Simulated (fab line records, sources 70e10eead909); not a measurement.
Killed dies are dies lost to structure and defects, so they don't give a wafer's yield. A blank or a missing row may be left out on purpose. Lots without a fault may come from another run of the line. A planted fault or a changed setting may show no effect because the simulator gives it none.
A struck lot beside a sound one | flow nand_harc | 14 steps out of a route of 1302
Sound: wafers L338.1, L338.3, L338.4. Struck: wafers L334.3, L334.4, L334.6. The cause comes at the end.
At each step with rows: each side's tool, then ch and its chambers, then its first start. Under that, the readings that differ: sound wafers | struck wafers | difference of the means | sigmas: that difference in standard deviations of wafers without a fault.
alike: readings whose means differ by less than 2 such deviations, and words and numbers that are the same on both sides. not compared: withheld readings, readings that some wafer has no value for, bounds like >300 that may hide the same value, and numbers for which the record gives no deviation and whose values overlap.
The two part at a step that has a row with sigmas, a row that says differs or no value, or rows on one side only. Numbers that don't overlap but have no deviation are shown without sigmas and don't part them. A reading that every wafer of one side lacks parts them only if that side has two wafers or more.

NHARC_P_M2_OVL_MEAS_10: pitch 340 nm.
  sound on overlay-02, day 13 06:19; struck on overlay-02, day 11 11:35
  alike: overlay_x_nm, overlay_y_nm
NHARC_P_M2_INSPECT_11:
  sound on defect_inspect-02, day 13 06:21; struck on defect_inspect-02, day 11 11:37
  alike: raw_defect_count
NHARC_P_M2_DESCUM_14: chemistry O2, time 3 s.
  sound on rie_diel-05 ch 1,2, day 13 06:25; struck on rie_diel-01 ch 0,1,2, day 11 11:41
  alike: drypump_motor_current_A, oes_product_au, rf_vpp_V, showerhead_plenum_p_Torr, throttle_valve_pct
  not compared: rf_hours_counter_h
NHARC_P_M2_ETCH_35: etches the open film in N2/H2, target depth 40 nm, overetch 12 nm, time 43.94 s.
  sound on rie_diel-05 ch 1,3, day 13 06:31; struck on rie_diel-01 ch 0,2, day 11 11:46
  alike: drypump_motor_current_A, oes_product_au, rf_vpp_V, showerhead_plenum_p_Torr, throttle_valve_pct
  not compared: rf_hours_counter_h
NHARC_P_M2_ETCH_15: etches the open film in C4F8/Ar, target depth 182.5 nm, time 91.2 s.
  sound on rie_diel-05 ch 2,3; struck on rie_diel-01 ch 1,3
  alike: oes_product_au, rf_vpp_V
  not compared: rf_hours_counter_h
NHARC_P_M2_CD_MEAS_16:
  sound on cd_sem-01, day 13 06:46; struck on cd_sem-01, day 11 11:59
  alike: cd_nm
then, 4 steps without rows for these wafers: NHARC_P_M2_STRIP_18 (strips in N2/H2); NHARC_P_M2_ETCH_28 (etches the open film in CF4/N2, target depth 30 nm, time 72.99 s); NHARC_P_M2_STRIP_19 (strips in post etch residue remover, time 600 s); NHARC_P_M2_DEGAS_29 (time 60 s).
NHARC_P_M2_PRE_CLEAN_30: time 30 s.
  sound on pvd_sputter-03; struck on pvd_sputter-02
  alike: heater_power_w
NHARC_P_M2_PVD_20: deposits TaN, target thk 5 nm, time 8.06 s.
  sound on pvd_sputter-03; struck on pvd_sputter-02
  alike: bias_v, cathode_dc_power_W, substrate_temp_c, throttle_valve_pct
NHARC_P_M2_PVD_21: deposits Cu, target thk 30 nm, time 20.49 s.
  sound on pvd_sputter-03, day 13 07:51; struck on pvd_sputter-02, day 11 12:55
  no value came back on the struck wafers for cathode_dc_power_W (W), chamber_pressure_pa (Pa), substrate_temp_c (C), throttle_valve_pct (%); on the sound wafers cathode_dc_power_W (W) reads 4999.0 5000.6 4999.5
then, 1 step without rows for these wafers: NHARC_P_M2_ECD_22 (material Cu, target thk 400 nm).

WHERE THEY PART
Only at NHARC_P_M2_PVD_21, within this record.

WHY: what the simulator had put in
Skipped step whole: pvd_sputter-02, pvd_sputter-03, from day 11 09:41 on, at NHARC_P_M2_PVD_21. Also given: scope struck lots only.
